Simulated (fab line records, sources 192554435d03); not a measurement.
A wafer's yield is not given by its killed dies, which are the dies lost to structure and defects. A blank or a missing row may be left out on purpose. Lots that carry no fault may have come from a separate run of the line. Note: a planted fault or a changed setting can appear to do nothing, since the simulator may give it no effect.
fab line records	flow n5_finfet	part 1 of 2: steps 1 to 4 of 6
[record] lots = 21	wafers = 63	last_day = 18
route steps=1938 shown BEOL_M7@1297 BEOL_M8@1334
lots that met no fault: taken from a fault-free run of the same line
start_h: start of the lot's first displayed wafer, in hours after the record's first day	wait_h: hours from the lot's prior step to this one	" as in the row above	L1.1+2: a row that stands for several wafers	- no value, or no start was given	* or withheld: withheld	< > ~ a bound
route shown NAME@n: names a module that has steps shown in the file, with the first one's number in the route	usual: mean and standard deviation over wafers with no fault	same: alike in all rows	chamber/n: place in a boat	sites: each site's reading	_std_site: how widely they spread, as a standard deviation	_edge_site: the outer-site mean with the inner-site mean subtracted	radius_mm: for every site, how far away it sits from the centre of the wafer	mask NAME#n: copy n	behind: tool/chamber where the wafer was last shaped	hold: why the lot went on hold/how many hours it stayed there/how the hold came to an end	device: whichever transistor did not switch (one of n, p or np)	end of line: the tests these same wafers got at the end of their route	a step with no rows: only its recipe	killed: dies that structure and defects cost at the first sort, which is not the same as the wafer's yield	map: a wafer's dies, marking killed ones x, the rest . and places with no die _
set.NAME: the run value of the setting; set.NAME@STEP: its run value at that earlier step	model.NAME: the simulator's own value behind a step, which no gauge read
one table for each step of the route and one row for each wafer, over a sample of lots
services: a tool's chamber out of use, with start hour (start_h, from the record's first day; less than 0 if before it), hours out, and reason
[[steps]]
[step N5_BEOL_M7_OVL_MEAS_29]
[recipe] points_per_wafer = 522
[usual] V6_OVL = -0.2/0.56
[same] points_per_wafer = 522
lot.wafer	tool	chamber	start_h	wait_h	V6_OVL[nm]
L074.1	overlay-02	0	204.57	0.0	0.1
L074.3	"	0	"	"	0.2
L074.6	"	0	"	"	0.9
L075.1	overlay-01	0	216.54	0.0	-0.4
L075.3	"	0	"	"	0.3
L075.4	"	0	"	"	0.0
L076.1	overlay-01	0	223.52	0.0	0.0
L076.3	"	0	"	"	-0.6
L076.6	"	0	"	"	0.9
L079.1	overlay-01	0	227.62	0.0	-0.3
L079.3	"	0	"	"	-0.9
L079.4	"	0	"	"	0.0
L077.1	overlay-02	0	227.66	0.0	0.0
L077.3	"	0	"	"	-0.3
L077.6	"	0	"	"	0.8
L078.2	overlay-01	0	229.96	0.0	-1.3
L078.4	"	0	"	"	-1.3
L078.5	"	0	"	"	-0.5
L080.2	overlay-01	0	244.39	0.0	-0.2
L080.4	"	0	"	"	0.7
L080.5	"	0	"	"	0.2
L081.1	overlay-02	0	248.44	0.0	-0.1
L081.4	"	0	"	"	0.9
L081.5	"	0	"	"	-0.5
L083.1	overlay-01	0	248.48	0.0	0.1
L083.5	"	0	"	"	-0.8
L083.6	"	0	"	"	-0.5
L082.1	overlay-02	0	250.74	0.0	-0.1
L082.3	"	0	"	"	-0.7
L082.5	"	0	"	"	0.0
L085.3	overlay-01	0	262.69	0.0	-0.2
L085.5	"	0	"	"	0.1
L085.6	"	0	"	"	-0.7
L086.1	overlay-02	0	279.17	0.0	-0.4
L086.3	"	0	"	"	0.0
L086.4	"	0	"	"	0.5
L087.2	overlay-02	0	280.98	0.0	-0.9
L087.3	"	0	"	"	0.1
L087.5	"	0	"	"	-0.1
L089.1	overlay-01	0	291.74	0.0	-1.3
L089.5	"	0	"	"	-0.2
L089.6	"	0	"	"	-0.5
L088.1	overlay-02	0	294.27	0.0	-1.3
L088.4	"	0	"	"	-0.9
L088.5	"	0	"	"	-1.2
L091.3	overlay-01	0	301.70	0.0	0.4
L091.4	"	0	"	"	1.1
L091.6	"	0	"	"	0.3
L090.1	overlay-02	0	304.10	0.0	0.4
L090.3	"	0	"	"	0.5
L090.5	"	0	"	"	0.0
L092.3	overlay-02	0	317.66	0.0	0.0
L092.4	"	0	"	"	-0.8
L092.6	"	0	"	"	-0.4
L094.1	overlay-01	0	332.28	0.0	0.2
L094.5	"	0	"	"	-0.4
L094.6	"	0	"	"	0.2
L096.1	overlay-02	0	340.78	0.0	-0.3
L096.5	"	0	"	"	-1.5
L096.6	"	0	"	"	-0.5
L095.2	overlay-01	0	343.66	0.0	0.8
L095.4	"	0	"	"	-1.4
L095.6	"	0	"	"	-0.2
[step N5_BEOL_M7_ETCH_72]
[recipe] chemistry = N2/H2	target = underlayer	target_depth_a = 65	mask_material = CAR-EUV	time_s = 5.2	ion_energy_ev = 200	pressure_mtorr = 30	source_w = 840	bias_w = 150	n2_flow_sccm = 200	h2_flow_sccm = 200	ends = cleared
[usual] chamber_pressure_mTorr = 30.00/0.04	drypump_motor_current_A = 5.6/0.39	etch_rf_on_time_s = 5.21/0.1	n2_flow_sccm = 200.1/0.6	oes_product_au = 0.69/0.067	rf_vpp_V = 524.9/2.1	showerhead_plenum_p_Torr = 2.58/0.077	throttle_valve_pct = 17.83/0.26
lot.wafer	tool	chamber	start_h	wait_h	chamber_pressure_mTorr	drypump_motor_current_A	etch_rf_on_time_s	n2_flow_sccm	oes_product_au	rf_hours_counter_h	rf_vpp_V	showerhead_plenum_p_Torr	throttle_valve_pct
L074.1	rie_diel-02	2	204.85	0.0	30.03	5.6	5.40	199.7	0.62	168	523.7	2.53	17.57
L074.3	"	2	"	"	30.02	5.6	5.32	200.5	0.62	-	522.8	2.53	17.57
L074.6	"	2	"	"	30.01	5.6	5.39	199.9	0.62	-	524.1	2.53	17.56
L075.1	rie_diel-04	1	216.85	0.0	29.96	5.4	5.07	199.5	0.78	21	523.8	2.49	17.69
L075.3	"	3	"	"	30.05	5.7	5.26	200.3	0.73	49	523.0	2.61	17.99
L075.4	"	0	"	"	29.94	5.9	5.19	199.9	0.65	149	522.3	2.53	17.63
L076.1	rie_diel-04	3	223.68	0.0	29.95	5.7	5.18	200.7	0.72	51	525.5	2.61	18.01
L076.3	"	0	"	"	29.99	5.9	5.17	199.7	0.64	151	524.3	2.53	17.65
L076.6	"	2	"	"	29.99	6.4	5.05	199.2	0.74	-	523.0	2.59	18.07
L079.1	rie_diel-04	0	227.82	0.0	30.00	5.9	5.15	199.6	0.65	152	523.3	2.53	17.66
L079.3	"	1	"	"	30.04	5.3	5.02	200.2	0.78	24	523.8	2.49	17.72
L079.4	"	2	"	"	30.03	6.4	5.01	200.9	0.73	61	524.5	2.59	18.09
L077.1	rie_diel-02	0	227.86	0.0	30.08	5.4	5.24	199.7	0.81	14	528.3	2.74	17.67
L077.3	"	2	"	"	30.02	5.6	5.29	199.0	0.63	175	523.1	2.52	17.58
L077.6	"	3	"	"	30.02	5.2	5.30	200.3	0.59	-	526.3	2.65	18.23
L078.2	rie_diel-02	1	230.08	0.0	29.97	4.9	5.25	200.4	0.80	6	524.7	2.60	17.47
L078.4	"	0	"	"	29.99	5.4	5.22	200.1	0.79	14	526.2	2.74	17.65
L078.5	"	3	"	"	29.94	5.2	5.29	200.5	0.60	-	526.7	2.65	18.21
L080.2	rie_diel-04	3	244.51	0.0	30.05	5.7	5.31	200.3	0.71	55	528.0	2.61	18.07
L080.4	"	2	"	"	29.95	6.4	5.05	198.9	0.73	66	524.7	2.59	18.09
L080.5	"	0	"	"	29.98	5.9	5.19	199.5	0.65	-	522.0	2.53	17.66
L081.1	rie_diel-05	1	248.87	0.0	29.98	5.6	5.09	200.0	0.62	175	521.6	2.52	17.74
L081.4	"	2	"	"	30.02	5.5	5.39	200.6	0.72	62	526.3	2.59	17.79
L081.5	"	3	"	"	30.08	5.6	5.14	200.3	0.75	-	523.2	2.47	17.42
L083.1	rie_diel-05	0	249.27	0.0	29.95	6.2	5.26	199.6	0.62	192	526.7	2.64	18.24
L083.5	"	0	"	"	29.97	6.2	5.20	199.8	0.61	-	524.7	2.64	18.24
L083.6	"	1	"	"	30.02	5.6	5.07	200.5	0.62	-	525.3	2.52	17.76
L082.1	rie_diel-02	1	250.87	0.0	29.99	4.9	5.38	200.2	0.78	12	524.5	2.60	17.52
L082.3	"	0	"	"	29.99	5.4	5.24	199.8	0.79	21	532.0	2.73	17.66
L082.5	"	1	"	"	29.95	4.9	5.31	199.7	0.78	-	525.0	2.60	17.52
L085.3	rie_diel-05	1	262.89	0.0	29.97	5.6	5.12	200.7	0.63	180	525.7	2.52	17.77
L085.5	"	2	"	"	30.00	5.5	5.38	200.5	0.73	-	524.0	2.59	17.74
L085.6	"	1	"	"	30.01	5.6	5.17	199.6	0.63	-	522.4	2.52	17.75
L086.1	rie_diel-04	1	279.52	0.0	30.02	5.3	5.15	199.4	0.74	40	522.5	2.48	17.74
L086.3	"	2	"	"	30.02	6.4	5.06	199.4	0.72	78	524.5	2.58	18.09
L086.4	"	3	"	"	30.03	5.7	5.24	199.8	0.69	67	526.9	2.60	18.05
L087.2	rie_diel-02	2	281.45	0.0	30.01	5.6	5.29	199.7	0.62	187	523.7	2.52	17.62
L087.3	"	0	"	"	30.06	5.4	5.28	200.6	0.75	31	527.6	2.73	17.69
L087.5	"	3	"	"	30.05	5.2	5.37	199.4	0.58	-	526.6	2.64	18.24
L089.1	rie_diel-02	1	291.87	0.0	29.90	4.9	5.30	199.6	0.76	25	527.4	2.59	17.51
L089.5	"	1	"	"	30.05	4.9	5.36	200.5	0.76	-	526.0	2.59	17.54
L089.6	"	0	"	"	30.03	5.4	5.24	200.1	0.76	-	529.2	2.73	17.67
L088.1	rie_diel-05	1	294.39	0.0	29.97	5.6	5.07	200.8	0.61	190	521.9	2.51	17.79
L088.4	"	3	"	"	30.03	5.6	5.16	200.2	0.74	53	524.0	2.46	17.46
L088.5	"	0	"	"	30.03	6.2	5.26	200.0	0.61	-	524.9	2.63	18.27
L091.3	rie_diel-04	0	301.81	0.0	29.99	5.9	5.14	199.3	0.64	172	522.3	2.52	17.67
L091.4	"	3	"	"	30.03	5.7	5.28	200.4	0.70	73	524.3	2.60	18.06
L091.6	"	3	"	"	29.99	5.7	5.22	199.9	0.70	-	525.2	2.60	18.07
L090.1	rie_diel-05	1	304.22	0.0	30.03	5.6	5.09	198.8	0.61	194	520.6	2.51	17.81
L090.3	"	2	"	"	29.96	5.5	5.35	200.6	0.69	80	525.9	2.58	17.77
L090.5	"	3	"	"	30.02	5.6	5.16	200.9	0.73	-	525.2	2.46	17.49
L092.3	rie_diel-02	3	318.50	0.0	29.94	5.2	5.36	199.8	0.57	211	527.3	2.64	18.27
L092.4	"	0	"	"	30.04	5.4	5.20	201.1	0.75	42	528.2	2.72	17.72
L092.6	"	2	"	"	30.00	5.6	5.25	200.7	0.62	-	523.9	2.51	17.61
L094.1	rie_diel-05	1	332.59	0.0	29.91	5.6	4.98	201.0	0.61	202	524.3	2.51	17.81
L094.5	"	2	"	"	30.00	5.5	5.31	200.1	0.70	-	525.6	2.58	17.80
L094.6	"	3	"	"	30.02	5.6	5.11	199.8	0.73	-	524.6	2.45	17.48
L096.1	rie_diel-04	1	340.94	0.0	30.05	5.3	5.16	200.3	0.73	57	522.6	2.47	17.77
L096.5	"	3	"	"	29.98	5.7	5.26	200.3	0.70	-	525.2	2.59	18.10
L096.6	"	2	"	"	29.96	6.4	5.15	200.0	0.70	-	524.8	2.58	18.14
L095.2	rie_diel-04	0	343.78	0.0	30.07	5.9	5.10	198.8	0.62	185	524.1	2.52	17.69
L095.4	"	2	"	"	30.00	6.4	5.17	199.0	0.70	97	523.5	2.58	18.14
L095.6	"	1	"	"	30.00	5.4	5.13	199.2	0.73	-	521.0	2.47	17.77
[step N5_BEOL_M7_ANNEAL_51]
[recipe] temp_c = 225	time_s = 90	ambient = N2
[usual] wafer_temp_C_max = 225.66/0.2
[same] time_s = 90
lot.wafer	tool	chamber	start_h	wait_h	wafer_temp_C_max
L074.1	rtp_anneal-01	0	207.60	0.2	225.82
L074.3	"	0	"	"	225.42
L074.6	"	0	"	"	225.59
L075.1	rtp_anneal-02	0	220.46	0.1	225.63
L075.3	"	0	"	"	225.69
L075.4	"	0	"	"	225.79
L076.1	rtp_anneal-02	0	228.94	0.2	225.92
L076.3	"	0	"	"	225.29
L076.6	"	0	"	"	225.30
L079.1	rtp_anneal-01	0	230.06	0.3	225.28
L079.3	"	0	"	"	225.35
L079.4	"	0	"	"	225.65
L077.1	rtp_anneal-02	0	230.60	0.6	225.73
L077.3	"	0	"	"	225.84
L077.6	"	0	"	"	225.69
L078.2	rtp_anneal-01	0	232.94	0.1	225.54
L078.4	"	0	"	"	225.32
L078.5	"	0	"	"	225.71
L080.2	rtp_anneal-02	0	246.97	0.2	225.79
L080.4	"	0	"	"	225.91
L080.5	"	0	"	"	226.16
L081.1	rtp_anneal-01	0	250.78	0.2	225.75
L081.4	"	0	"	"	225.79
L081.5	"	0	"	"	225.41
L083.1	rtp_anneal-01	0	251.90	0.2	225.64
L083.5	"	0	"	"	225.70
L083.6	"	0	"	"	226.03
L082.1	rtp_anneal-01	0	253.09	0.2	225.91
L082.3	"	0	"	"	225.59
L082.5	"	0	"	"	225.75
L085.3	rtp_anneal-02	0	265.04	0.3	225.60
L085.5	"	0	"	"	225.40
L085.6	"	0	"	"	225.53
L086.1	rtp_anneal-02	0	282.33	0.3	225.76
L086.3	"	0	"	"	225.85
L086.4	"	0	"	"	225.83
L087.2	rtp_anneal-02	0	283.73	0.2	225.79
L087.3	"	0	"	"	225.45
L087.5	"	0	"	"	225.58
L089.1	rtp_anneal-02	0	294.03	0.2	225.53
L089.5	"	0	"	"	225.76
L089.6	"	0	"	"	225.84
L088.1	rtp_anneal-02	0	297.12	0.1	225.45
L088.4	"	0	"	"	225.39
L088.5	"	0	"	"	225.67
L091.3	rtp_anneal-01	0	303.95	0.2	225.55
L091.4	"	0	"	"	225.45
L091.6	"	0	"	"	225.46
L090.1	rtp_anneal-02	0	308.28	0.1	225.80
L090.3	"	0	"	"	225.83
L090.5	"	0	"	"	225.74
L092.3	rtp_anneal-02	0	324.55	0.1	225.85
L092.4	"	0	"	"	225.66
L092.6	"	0	"	"	225.37
L094.1	rtp_anneal-02	0	336.59	0.1	225.69
L094.5	"	0	"	"	226.03
L094.6	"	0	"	"	225.79
L096.1	rtp_anneal-02	0	344.47	0.2	225.74
L096.5	"	0	"	"	225.61
L096.6	"	0	"	"	226.15
L095.2	rtp_anneal-02	0	347.90	0.1	225.74
L095.4	"	0	"	"	225.84
L095.6	"	0	"	"	225.62
[step N5_BEOL_M8_THK_MEAS_01]
[recipe] reads = SiCOH_lowk_of_BEOL_M8_ILD_DEP_00
[usual] M8_ILD_THK = 154.6/1.8
lot.wafer	tool	chamber	start_h	wait_h	M8_ILD_THK[nm]
L074.1	film_metro-02	-	210.00	0.4	154.8
L074.3	"	-	"	"	154.0
L074.6	"	-	"	"	155.0
L075.1	film_metro-02	-	222.08	0.4	153.6
L075.3	"	-	"	"	152.3
L075.4	"	-	"	"	155.0
L076.1	film_metro-01	-	230.31	0.4	156.1
L076.3	"	-	"	"	154.0
L076.6	"	-	"	"	158.6
L079.1	film_metro-02	-	231.42	0.4	152.3
L079.3	"	-	"	"	154.6
L079.4	"	-	"	"	157.9
L077.1	film_metro-01	-	232.00	0.4	155.9
L077.3	"	-	"	"	155.0
L077.6	"	-	"	"	157.2
L078.2	film_metro-02	-	234.27	0.4	152.2
L078.4	"	-	"	"	152.9
L078.5	"	-	"	"	154.6
L080.2	film_metro-02	-	248.29	0.4	151.7
L080.4	"	-	"	"	153.3
L080.5	"	-	"	"	153.0
L081.1	film_metro-01	-	252.43	0.4	153.5
L081.4	"	-	"	"	153.7
L081.5	"	-	"	"	156.7
L083.1	film_metro-02	-	253.27	0.4	154.4
L083.5	"	-	"	"	159.0
L083.6	"	-	"	"	157.6
L082.1	film_metro-01	-	254.50	0.4	153.7
L082.3	"	-	"	"	155.6
L082.5	"	-	"	"	156.5
L085.3	film_metro-01	-	266.79	0.5	152.8
L085.5	"	-	"	"	154.8
L085.6	"	-	"	"	155.3
L086.1	film_metro-01	-	283.82	0.4	154.7
L086.3	"	-	"	"	154.9
L086.4	"	-	"	"	156.6
L087.2	film_metro-01	-	285.06	0.4	153.4
L087.3	"	-	"	"	153.3
L087.5	"	-	"	"	155.2
L089.1	film_metro-01	-	295.80	0.4	152.1
L089.5	"	-	"	"	155.2
L089.6	"	-	"	"	152.7
L088.1	film_metro-02	-	298.80	0.4	153.5
L088.4	"	-	"	"	156.3
L088.5	"	-	"	"	156.7
L091.3	film_metro-01	-	305.23	0.3	151.6
L091.4	"	-	"	"	156.4
L091.6	"	-	"	"	156.0
L090.1	film_metro-01	-	309.65	0.4	153.7
L090.3	"	-	"	"	154.1
L090.5	"	-	"	"	155.6
L092.3	film_metro-02	-	325.82	0.3	152.9
L092.4	"	-	"	"	155.7
L092.6	"	-	"	"	155.7
L094.1	film_metro-02	-	338.48	0.8	153.0
L094.5	"	-	"	"	156.5
L094.6	"	-	"	"	156.7
L096.1	film_metro-01	-	346.32	0.8	153.7
L096.5	"	-	"	"	155.8
L096.6	"	-	"	"	154.9
L095.2	film_metro-01	-	349.23	0.4	153.9
L095.4	"	-	"	"	155.4
L095.6	"	-	"	"	154.4
